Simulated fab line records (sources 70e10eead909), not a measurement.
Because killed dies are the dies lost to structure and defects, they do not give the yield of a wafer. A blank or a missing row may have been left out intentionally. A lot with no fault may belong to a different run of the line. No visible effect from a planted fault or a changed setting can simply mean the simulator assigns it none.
Problem report in the 8D (eight disciplines) form, filled by code :: flow nandHarc :: the parts of the form that need people (team, actions taken, sign-off) are left out

== 1. PROBLEM STATEMENT ==
oesProductAu at NHARC_A_CHANNEL_FILL_D1_ETCHBACK_19 reads a mean of 0.766 a.u. on 2 wafers of 2 lots; wafers without a fault read 1.007 a.u. with a standard deviation of 0.016. Relative to the usual mean, that is a shift of -15 standard deviations.
The step: etches the open film in HBr/Cl2, target depth 5 nm, time 1.7 s.
The first sign was on wafer L186.6 at day 17 08:49, on rieSi-03. At this step, 42 wafers from 14 lots have a number in the record. Rule for "out" (also "out of limits"): further than 4 standard deviations from the usual mean. The rest of the wafers with a number are treated as sound.

== 2. WHAT THIS IS AND IS NOT ==
question: which readings at this step
is: oesProductAu
is not: biasW, drypumpMotorCurrentA, heBacksideLeakSccm, throttleValvePct

question: which lots
is: L186, L187
is not: L169, L171, L172, L173, L174, L175, L176, L177, L178, L179, L182, L189

question: which wafers of those lots
is: L186.6, L187.5
is not: L186.2, L186.3, L187.3, L187.4

question: read on which tools
is: rieSi-03
is not: rieSi-04, rieSi-06

question: when
is: from day 17 08:49
is not: up to then (35 sound wafers); but 5 sound wafers of L187, L189 came after

== 3. WHAT RULES OUT EACH SUSPECT ==
Counting: any tool at a process step up to the reading remains a suspect provided it ran every lot that is out. Sound lots after the first of them don't rule it out here, since some wafers of a struck lot are sound.
- rieDiel-07 at NHARC_A_CHANNEL_HOLE_D1_STRIP_27 (strips in O2): kept. It processed each lot that is out (first: L186, day 17 08:49); up to then, its last sound lot is L182 (day 15 01:43). NHARC_A_CHANNEL_HOLE_D1_STRIP_27: start missing for some lots; hours and lot order therefore follow NHARC_A_CHANNEL_FILL_D1_ETCHBACK_19.
- rieSi-03 at NHARC_A_CHANNEL_FILL_D1_ETCHBACK_19 (etches the open film in HBr/Cl2, target depth 5 nm, time 1.7 s): kept. It processed each lot that is out (first: L186, day 17 08:49); up to then, its last sound lot is L179 (day 14 03:38). On those wafers its own readings are out: oesProductAu.
Remaining after the count are rieDiel-07 at NHARC_A_CHANNEL_HOLE_D1_STRIP_27 and rieSi-03 at NHARC_A_CHANNEL_FILL_D1_ETCHBACK_19.

== 4. THE CAUSE (what the simulator had put in) ==
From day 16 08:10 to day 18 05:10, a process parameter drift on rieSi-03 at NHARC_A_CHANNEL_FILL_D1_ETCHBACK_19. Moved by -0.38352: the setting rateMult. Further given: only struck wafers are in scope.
Of the 2 suspects that counting leaves, this tool is one.

== 5. SEQUENCE OF EFFECTS, ordered by route ==
Each row: a reading where the mean over the struck wafers with a number is more than 3 standard deviations away from the usual. Scope: only readings with a usual standard deviation given in the record; hours: median across lots of the time from each lot's start at the first step in this table that gives one to its start at this step; sigmas: change in usual standard deviations.
hours: 0
step: NHARC_A_CHANNEL_FILL_D1_ETCHBACK_19
reading: oesProductAu
usual: 1.007 a.u.
on struck wafers: 0.766
change: -0.240
sigmas: -15
Its process steps:
- NHARC_A_CHANNEL_FILL_D1_ETCHBACK_19: etches the open film in HBr/Cl2, target depth 5 nm, time 1.7 s.

== 6. HOW IT WOULD HAVE BEEN CAUGHT EARLIER ==
First out-of-limits reading in this record: day 17 08:49, which is 25 hours after fault onset at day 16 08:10.
